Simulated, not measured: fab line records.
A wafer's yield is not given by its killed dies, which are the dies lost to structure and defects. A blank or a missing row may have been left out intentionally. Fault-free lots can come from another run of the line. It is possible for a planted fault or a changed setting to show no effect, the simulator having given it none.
Which tool did it? / flow nand_harc / route of 1159 steps, sampled at 1 step: 7 lots, 21 wafers

WHAT THE GAUGES SHOWED, per wafer
NHARC_P_GATE_INSPECT_28.
lot=L525; measured=day 6 08:14; on=defect_inspect-02; raw_defect_count=3 1 4
lot=L528; measured=day 6 10:34; on=defect_inspect-01; raw_defect_count=9 7 11
lot=L531; measured=day 6 11:16; on=defect_inspect-02; raw_defect_count=6 7 6
lot=L537; measured=day 8 02:38; on=defect_inspect-02; raw_defect_count=7 9 5
lot=L539; measured=day 8 15:36; on=defect_inspect-02; raw_defect_count=13 9 4
lot=L542; measured=day 9 09:43; on=defect_inspect-02; raw_defect_count=1 9 8
lot=L546; measured=day 10 04:54; on=defect_inspect-01; raw_defect_count=7 8 4

WHICH TOOL RAN EACH LOT (tool, then ch and the chambers of the sampled wafers, then the start)
Before these readings, the record contains no process step.

THE ANSWER, worked out from the rows above alone
Rule: the usual values come from the lots themselves. Put in order of their means at a reading, lots are off if they are a third of the lots or fewer, leave a main group of 4 or more, and stand apart from it by a gap of 3 or more times the standard deviation of the main group's means; of several such gaps the widest counts. A main group is skipped when, at the precision printed for the reading in the tables above, its means are all equal. A lot without any number at a reading at which 4 lots or more have one is off too. The other lots that the step has rows for count as sound.
No lot is off on any of the readings shown, so nothing can be concluded from this.

WHAT THE SIMULATOR HAD PUT IN
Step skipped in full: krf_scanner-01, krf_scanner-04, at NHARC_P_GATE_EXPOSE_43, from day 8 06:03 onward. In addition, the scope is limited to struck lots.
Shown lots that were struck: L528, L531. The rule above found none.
